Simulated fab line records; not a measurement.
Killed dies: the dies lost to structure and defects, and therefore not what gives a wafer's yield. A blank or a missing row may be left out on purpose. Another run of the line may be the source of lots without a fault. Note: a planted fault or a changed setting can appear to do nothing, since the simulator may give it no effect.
Struck lot and sound lot, side by side || flow n5_finfet || 17 out of 1938 route steps
Sound: these wafers, L417.2, L417.3, L417.5. Struck: wafer L427.2. (L427.1, L427.6 of the same lot were not struck and are left out.) The cause comes at the end.
Order at every step that has rows: each side's tool, ch and its chambers, its first start. Under that, the readings that differ: sound wafers || struck wafers || difference of the means || sigmas: that difference in standard deviations of wafers without a fault.
alike: words and numbers the same on both sides, and readings whose means are apart by under 2 such deviations; not compared: readings that were withheld, readings missing a value for some wafer, numbers with overlapping values and no deviation given by the record, and bounds like >300 which may hide the same value.
A row with sigmas, a row that says differs or no value, or rows on one side alone: a step with any of these is where the two part. Numbers that have no deviation but don't overlap get no sigmas and don't part them. A reading that every wafer of one side lacks parts them only if that side has two wafers or more.

first, 1 step without rows for these wafers: N5_BEOL_M5_ANNEAL_89 (time 1800 s).
N5_BEOL_M5_SPUTTER_90: material Cu, target thk 4.5 nm, time 8.29 s.
  sound on pvd_sputter-03, day 10 19:29; struck on pvd_sputter-02, day 13 12:21
  alike: chuck_gas_flow_sccm, throttle_valve_pct
then, 3 steps without rows for these wafers: N5_BEOL_M5_ECD_50 (material Cu, target thk 300 nm); N5_BEOL_M5_ANNEAL_51 (time 90 s); N5_BEOL_M5_CMP_52 (polishes, stops on SiCOH lowk, t overpolish 6.9 s, target thk 62 nm).
N5_BEOL_M5_THK_MEAS_53: measures by xrf.
  sound on film_metro-01, day 10 20:16; struck on film_metro-01, day 13 13:19
  alike: M5_THK
then, 1 step without rows for these wafers: N5_BEOL_M5_PRE_CLEAN_77 (time 15 s).
N5_BEOL_M5_CO_CAP_78: material Co, precursor CCTBA/H2, target thk 2 nm, time 102.1 s.
  sound on cvd_co-01 ch 1,2, day 10 20:21; struck on cvd_co-01 ch 1, day 13 13:24
  alike: heater_power_w
then, 1 step without rows for these wafers: N5_BEOL_M5_PRE_CLEAN_55 (time 15 s).
N5_BEOL_M5_DEP_56: deposits SiCN from 3MS/NH3, target thk 8 nm, time 14 s.
  sound on pecvd-04 ch 0,1, day 10 20:28; struck on pecvd-02 ch 0, day 13 13:31
  alike: showerhead_plenum_p_Torr, throttle_valve_pct
N5_BEOL_M5_RS_MEAS_57: uses a four-point probe to measure.
  sound on film_metro-02, day 10 20:32; struck on film_metro-01, day 13 13:35
  alike: M5_RS
N5_BEOL_M5_INSPECT_58: inspects for defects (darkfield).
  sound on defect_inspect-01, day 10 20:34; struck on defect_inspect-01, day 13 13:37
  alike: raw_defect_count
N5_BEOL_M6_ILD_DEP_00: deposits SiCOH lowk from DEMS/porogen, target thk 179.75 nm, time 33.4 s.
  sound on pecvd-02 ch 0,1,2, day 10 20:36; struck on pecvd-01 ch 1, day 13 13:39
{"reading": "showerhead_plenum_p_Torr (Torr)", "sound": "5.714 5.724 5.722", "struck": 5.770, "difference": "+0.050", "sigmas": "+3"}
  alike: heater_power_w, throttle_valve_pct
N5_BEOL_M6_CURE_74: cures SiCOH lowk, time 240 s.
  sound on uv_cure-03 ch 0, day 10 20:44; struck on uv_cure-03 ch 1, day 13 14:00
  alike: lamp_power_pct, wafer_temp_C_max
N5_BEOL_M6_THK_MEAS_01:
  sound on film_metro-01, day 10 21:10; struck on film_metro-02, day 13 14:31
{"reading": "M6_ILD_THK (nm)", "sound": "152.9 151.6 156.2", "struck": 133.0, "difference": -20.6, "sigmas": -7}
N5_BEOL_M6_PECVD_70: deposits SiO2 from TEOS/O2, target thk 20 nm, time 22.7 s.
  sound on pecvd-02 ch 0,1,2, day 10 21:13; struck on pecvd-02 ch 1, day 13 14:33
  alike: heater_power_w, showerhead_plenum_p_Torr, throttle_valve_pct
-- the record jumps here: 4 days lie between the struck wafers' starts before and after (it left off in module BEOL_M6 and takes up again in module PASSIVATION, whose first step shown is number 1936 of the route) --
N5_PASSIVATION_PROBE_49:
  sound on prober-01, day 14 12:18; struck on prober-01, day 17 08:02
{"reading": "killed_at_M4_up", "sound": "24 12 19", "struck": 35, "difference": "+17", "sigmas": "+3"}
{"reading": "killed_on_rim", "sound": "18 10 8", "struck": 36, "difference": "+24", "sigmas": "+6"}
  alike: defect_limited_yield, killed_at_M0_to_M3, killed_at_contacts, killed_at_front_end, killed_at_other, killed_dies, killed_open, killed_short, sort_bin_5_function, sort_bin_6_memory, sort_bin_8_speed, sort_n_pass, sort_yield_pct

WHERE THEY PART
Last at N5_PASSIVATION_PROBE_49 as far as this record goes, first at N5_BEOL_M6_ILD_DEP_00.

WHY: whatever the simulator had introduced
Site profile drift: pecvd-01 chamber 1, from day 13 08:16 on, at N5_BEOL_M6_ILD_DEP_00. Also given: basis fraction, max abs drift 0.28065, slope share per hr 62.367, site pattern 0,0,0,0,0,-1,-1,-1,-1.
